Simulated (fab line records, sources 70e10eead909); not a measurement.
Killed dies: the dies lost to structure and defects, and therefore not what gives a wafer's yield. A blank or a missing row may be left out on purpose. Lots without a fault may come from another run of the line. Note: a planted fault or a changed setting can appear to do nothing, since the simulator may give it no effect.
Chamber matching :: flow nandHarc :: NHARC_A_CONTACT_ETCH_30 on rieDiel-02 has 4 sister chambers
The step etches the open film in CF4/CHF3, target depth 72.6 nm, time 36.3 s. 15 wafers are shown with their chamber, then 7 later ones without.

WAFERS WITH THEIR CHAMBER
wafer: L109.1
chamber: 3
showerheadPlenumPTorr (Torr): 1.48
drypumpMotorCurrentA (A): 5.9
rfVppV (V): 368.9

wafer: L109.2
chamber: 0
showerheadPlenumPTorr (Torr): 1.66
drypumpMotorCurrentA (A): 6.0
rfVppV (V): 372.0

wafer: L109.5
chamber: 2
showerheadPlenumPTorr (Torr): 1.47
drypumpMotorCurrentA (A): 5.8
rfVppV (V): 366.3

wafer: L111.1
chamber: 1
showerheadPlenumPTorr (Torr): 1.48
drypumpMotorCurrentA (A): 5.7
rfVppV (V): 366.9

wafer: L111.2
chamber: 3
showerheadPlenumPTorr (Torr): 1.48
drypumpMotorCurrentA (A): 5.8
rfVppV (V): 367.5

wafer: L111.5
chamber: 0
showerheadPlenumPTorr (Torr): 1.66
drypumpMotorCurrentA (A): 6.0
rfVppV (V): 372.8

wafer: L116.1
chamber: 3
showerheadPlenumPTorr (Torr): 1.48
drypumpMotorCurrentA (A): 5.9
rfVppV (V): 367.3

wafer: L116.2
chamber: 2
showerheadPlenumPTorr (Torr): 1.46
drypumpMotorCurrentA (A): 5.8
rfVppV (V): 367.9

wafer: L116.6
chamber: 1
showerheadPlenumPTorr (Torr): 1.47
drypumpMotorCurrentA (A): 5.7
rfVppV (V): 367.1

wafer: L119.2
chamber: 3
showerheadPlenumPTorr (Torr): 1.48
drypumpMotorCurrentA (A): 5.9
rfVppV (V): 367.3

wafer: L119.4
chamber: 2
showerheadPlenumPTorr (Torr): 1.46
drypumpMotorCurrentA (A): 5.8
rfVppV (V): 366.7

wafer: L119.6
chamber: 2
showerheadPlenumPTorr (Torr): 1.46
drypumpMotorCurrentA (A): 5.8
rfVppV (V): 365.6

wafer: L120.3
chamber: 2
showerheadPlenumPTorr (Torr): 1.46
drypumpMotorCurrentA (A): 5.8
rfVppV (V): 367.3

wafer: L120.4
chamber: 0
showerheadPlenumPTorr (Torr): 1.66
drypumpMotorCurrentA (A): 6.0
rfVppV (V): 373.5

wafer: L120.6
chamber: 0
showerheadPlenumPTorr (Torr): 1.66
drypumpMotorCurrentA (A): 6.0
rfVppV (V): 372.9

SIGNATURES (means of the wafers above)
reading: showerheadPlenumPTorr
chamber 0: 1.6600
chamber 1: 1.4750
chamber 2: 1.4620
chamber 3: 1.4800
scatter within a chamber: 0.00344

reading: drypumpMotorCurrentA
chamber 0: 6.000
chamber 1: 5.700
chamber 2: 5.800
chamber 3: 5.875
scatter within a chamber: 0.0261

reading: rfVppV
chamber 0: 372.800
chamber 1: 367.000
chamber 2: 366.760
chamber 3: 367.750
scatter within a chamber: 0.745
Rule: for a wafer and a chamber, the distance is found by dividing, reading by reading, the gap between the wafer's reading and the chamber's mean by the reading's scatter, squaring, summing and taking the root. The wafer belongs to the nearest chamber; if the next one is less than 2 further off, it can't be placed. The scatter: the root of (the sum of the squares of (reading less its chamber's mean) over the shown wafers, divided by (wafers less chambers)).

WAFERS WHOSE CHAMBER IS MISSING
wafer: L121.1
showerheadPlenumPTorr (Torr): 1.46
drypumpMotorCurrentA (A): 5.8
rfVppV (V): 365.9

wafer: L121.3
showerheadPlenumPTorr (Torr): 1.47
drypumpMotorCurrentA (A): 5.7
rfVppV (V): 367.5

wafer: L121.4
showerheadPlenumPTorr (Torr): 1.48
drypumpMotorCurrentA (A): 5.9
rfVppV (V): 367.0

wafer: L124.3
showerheadPlenumPTorr (Torr): 1.48
drypumpMotorCurrentA (A): 5.9
rfVppV (V): 366.8

wafer: L124.4
showerheadPlenumPTorr (Torr): 1.47
drypumpMotorCurrentA (A): 5.7
rfVppV (V): 368.9

wafer: L127.1
showerheadPlenumPTorr (Torr): 1.46
drypumpMotorCurrentA (A): 5.8
rfVppV (V): 366.6

wafer: L127.6
showerheadPlenumPTorr (Torr): 1.46
drypumpMotorCurrentA (A): 5.8
rfVppV (V): 366.6

WHICH CHAMBER EACH ONE RAN IN
wafer: L121.1
from the rows above: 2
in truth: 2

wafer: L121.3
from the rows above: 1
in truth: 1

wafer: L121.4
from the rows above: 3
in truth: 3

wafer: L124.3
from the rows above: 3
in truth: 3

wafer: L124.4
from the rows above: 1
in truth: 1

wafer: L127.1
from the rows above: 2
in truth: 2

wafer: L127.6
from the rows above: 2
in truth: 2
Correctly placed: 7 of 7. Not placeable from these rows: 0. Wrongly placed: 0.
